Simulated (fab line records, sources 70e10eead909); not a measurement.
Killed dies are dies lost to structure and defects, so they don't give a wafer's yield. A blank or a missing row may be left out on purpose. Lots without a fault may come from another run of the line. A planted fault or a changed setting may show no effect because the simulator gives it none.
Which tool did it? | flow nand_harc | 6 lots, 18 wafers sampled, at 4 steps of a route of 1302

WHAT THE GAUGES READ, wafer by wafer
NHARC_A_CONTACT_CD_MEAS_53.
lot  | measured     | on        | cd_nm (nm)
L106 | day 22 04:29 | cd_sem-02 | 288.9 288.7 288.4
L111 | day 23 11:37 | cd_sem-01 | 288.6 289.7 288.6
L118 | day 26 13:06 | cd_sem-02 | 288.2 288.4 288.6
L120 | day 27 08:05 | cd_sem-03 | 289.5 289.6 290.2
L124 | day 29 12:05 | cd_sem-02 | 290.1 290.1 290.1
L128 | day 30 14:16 | cd_sem-03 | 287.5 287.7 288.4

WHICH TOOL RAN EACH LOT (tool, then ch and the chambers of the sampled wafers, then the start)
lot  | NHARC_A_CONTACT_ETCH_114             | NHARC_A_CONTACT_ETCH_120             | NHARC_A_CONTACT_ETCH_90
L106 | har_cap_etch-02 ch 0,1, day 22 01:44 | har_cap_etch-02 ch 0,1, day 22 02:46 | rie_diel-11 ch 0,1,2, day 22 04:16
L111 | har_cap_etch-02 ch 0,1, day 23 08:55 | har_cap_etch-02 ch 0,1, day 23 09:56 | rie_diel-02 ch 0,2,3, day 23 11:25
L118 | har_cap_etch-02 ch 0,1, day 26 10:23 | har_cap_etch-02 ch 0,1, day 26 11:25 | rie_diel-02 ch 0,2,3, day 26 12:52
L120 | har_cap_etch-01 ch 0, day 27 05:22   | har_cap_etch-01 ch 0, day 27 06:23   | rie_diel-02 ch 1,2,3, day 27 07:54
L124 | har_cap_etch-02 ch 1, day 29 09:19   | har_cap_etch-02 ch 1, day 29 10:20   | rie_diel-09 ch 0,2, day 29 11:51
L128 | har_cap_etch-01 ch 0,1, day 30 11:35 | har_cap_etch-01 ch 0,1, day 30 12:36 | rie_diel-11 ch 0,1,3, day 30 14:03
- NHARC_A_CONTACT_ETCH_114: etches the open film in C4F8/O2/Ar, time 190 s, target depth 1850 nm.
- NHARC_A_CONTACT_ETCH_120: etches the open film in C4F8/O2/Ar, time 190 s, target depth 1850 nm.
- NHARC_A_CONTACT_ETCH_90: etches the open film in CH3F/O2, target depth 40 nm, time 85.7 s.

THE ANSWER, worked out from the rows above alone
Rule: what is usual is taken from the lots themselves. Put in order of their means at a reading, lots are off if they are a third of the lots or fewer, leave a main group of 4 or more, and stand apart from it by a gap of 3 or more times the standard deviation of the main group's means; of several such gaps the widest counts. A main group whose means are all the same, to the digits that the tables above print for the reading, isn't used. A lot without any number at a reading at which 4 lots or more have one is off too. The other lots that the step has rows for count as sound.
No lot is off at any reading shown: from this, nothing can be told.

WHAT THE SIMULATOR HAD PUT IN
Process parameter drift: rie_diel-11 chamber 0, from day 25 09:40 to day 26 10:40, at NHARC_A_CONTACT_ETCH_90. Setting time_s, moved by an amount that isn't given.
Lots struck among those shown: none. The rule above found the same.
